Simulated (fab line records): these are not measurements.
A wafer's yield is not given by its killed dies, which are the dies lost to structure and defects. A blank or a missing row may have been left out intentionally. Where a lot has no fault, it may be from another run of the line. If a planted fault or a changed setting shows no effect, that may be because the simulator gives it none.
Which tool was responsible? / flow n5Finfet / 10 lots with 30 wafers sampled at 4 steps, on a route of 1938 steps

WHAT THE GAUGES READ, wafer by wafer
N5_BEOL_M1_THK_MEAS_01.
lot=L420; measured=day 6 15:41; on=filmMetro-02; M1_ILD_THK (nm)=77.5 78.9 80.2
lot=L422; measured=day 7 02:07; on=filmMetro-02; M1_ILD_THK (nm)=80.6 79.3 80.9
lot=L423; measured=day 7 08:56; on=filmMetro-01; M1_ILD_THK (nm)=79.9 80.1 79.7
lot=L425; measured=day 7 14:26; on=filmMetro-01; M1_ILD_THK (nm)=79.1 80.5 80.5
lot=L426; measured=day 8 03:33; on=filmMetro-01; M1_ILD_THK (nm)=77.8 80.3 80.8
lot=L429; measured=day 8 18:01; on=filmMetro-01; M1_ILD_THK (nm)=77.9 78.9 81.5
lot=L440; measured=day 11 14:47; on=filmMetro-01; M1_ILD_THK (nm)=78.9 80.5 79.5
lot=L437; measured=day 11 16:41; on=filmMetro-02; M1_ILD_THK (nm)=80.2 79.7 79.4
lot=L438; measured=day 11 17:23; on=filmMetro-01; M1_ILD_THK (nm)=78.7 80.2 79.3
lot=L436; measured=day 11 17:29; on=filmMetro-02; M1_ILD_THK (nm)=78.5 78.0 80.2

TOOL THAT RAN EACH LOT (tool first, then ch and the chambers of the sampled wafers, then the start)
lot=L420; N5_BEOL_M0_DEGAS_112=pvdSputter-01, day 6 12:53; N5_BEOL_M0_ANNEAL_117=pvdSputter-02, day 6 13:49; N5_BEOL_M1_ILD_DEP_00=pecvd-02 ch 0,1, day 6 15:37
lot=L422; N5_BEOL_M0_DEGAS_112=pvdSputter-02, day 6 22:57; N5_BEOL_M0_ANNEAL_117=pvdSputter-01, day 7 00:06; N5_BEOL_M1_ILD_DEP_00=pecvd-02 ch 0,2, day 7 02:02
lot=L423; N5_BEOL_M0_DEGAS_112=pvdSputter-01, day 7 04:38; N5_BEOL_M0_ANNEAL_117=pvdSputter-01, day 7 07:25; N5_BEOL_M1_ILD_DEP_00=pecvd-03 ch 0,1,2, day 7 08:52
lot=L425; N5_BEOL_M0_DEGAS_112=pvdSputter-02, day 7 12:00; N5_BEOL_M0_ANNEAL_117=pvdSputter-01, day 7 12:58; N5_BEOL_M1_ILD_DEP_00=pecvd-04 ch 1,2, day 7 14:22
lot=L426; N5_BEOL_M0_DEGAS_112=pvdSputter-03, day 8 00:50; N5_BEOL_M0_ANNEAL_117=pvdSputter-02, day 8 01:41; N5_BEOL_M1_ILD_DEP_00=pecvd-02 ch 0,1, day 8 03:29
lot=L429; N5_BEOL_M0_DEGAS_112=pvdSputter-01, day 8 14:33; N5_BEOL_M0_ANNEAL_117=pvdSputter-03, day 8 16:20; N5_BEOL_M1_ILD_DEP_00=pecvd-02 ch 0,1,2, day 8 17:56
lot=L440; N5_BEOL_M0_DEGAS_112=pvdSputter-02, day 11 12:44; N5_BEOL_M0_ANNEAL_117=pvdSputter-02, day 11 13:19; N5_BEOL_M1_ILD_DEP_00=pecvd-03 ch 0,2, day 11 14:44
lot=L437; N5_BEOL_M0_DEGAS_112=pvdSputter-01, day 11 14:04; N5_BEOL_M0_ANNEAL_117=pvdSputter-02, day 11 14:47; N5_BEOL_M1_ILD_DEP_00=pecvd-02 ch 0,2, day 11 16:37
lot=L438; N5_BEOL_M0_DEGAS_112=pvdSputter-01, day 11 15:20; N5_BEOL_M0_ANNEAL_117=pvdSputter-02, day 11 15:55; N5_BEOL_M1_ILD_DEP_00=pecvd-02 ch 0,2, day 11 17:19
lot=L436; N5_BEOL_M0_DEGAS_112=pvdSputter-02, day 11 15:22; N5_BEOL_M0_ANNEAL_117=pvdSputter-01, day 11 15:57; N5_BEOL_M1_ILD_DEP_00=pecvd-03 ch 1,2, day 11 17:25
- N5_BEOL_M0_DEGAS_112: time 60 s.
- N5_BEOL_M0_ANNEAL_117: time 60 s.
- N5_BEOL_M1_ILD_DEP_00: deposits SiOC from DEMS/O2, target thk 79 nm, time 15.3 s.

THE ANSWER, worked out from the rows above alone
Rule: usual is defined by the lots themselves. Put in order of their means at a reading, lots are off if they are a third of the lots or fewer, leave a main group of 4 or more, and stand apart from it by a gap of 3 or more times the standard deviation of the main group's means; of several such gaps the widest counts. A main group whose means are all the same, to the digits that the tables above print for the reading, isn't used. A lot without any number at a reading at which 4 lots or more have one is off too. Where the step has rows for the other lots, those lots are counted as sound.
Across all readings shown, no lot is off: no conclusion can be drawn from this.

WHAT THE SIMULATOR HAD INSERTED
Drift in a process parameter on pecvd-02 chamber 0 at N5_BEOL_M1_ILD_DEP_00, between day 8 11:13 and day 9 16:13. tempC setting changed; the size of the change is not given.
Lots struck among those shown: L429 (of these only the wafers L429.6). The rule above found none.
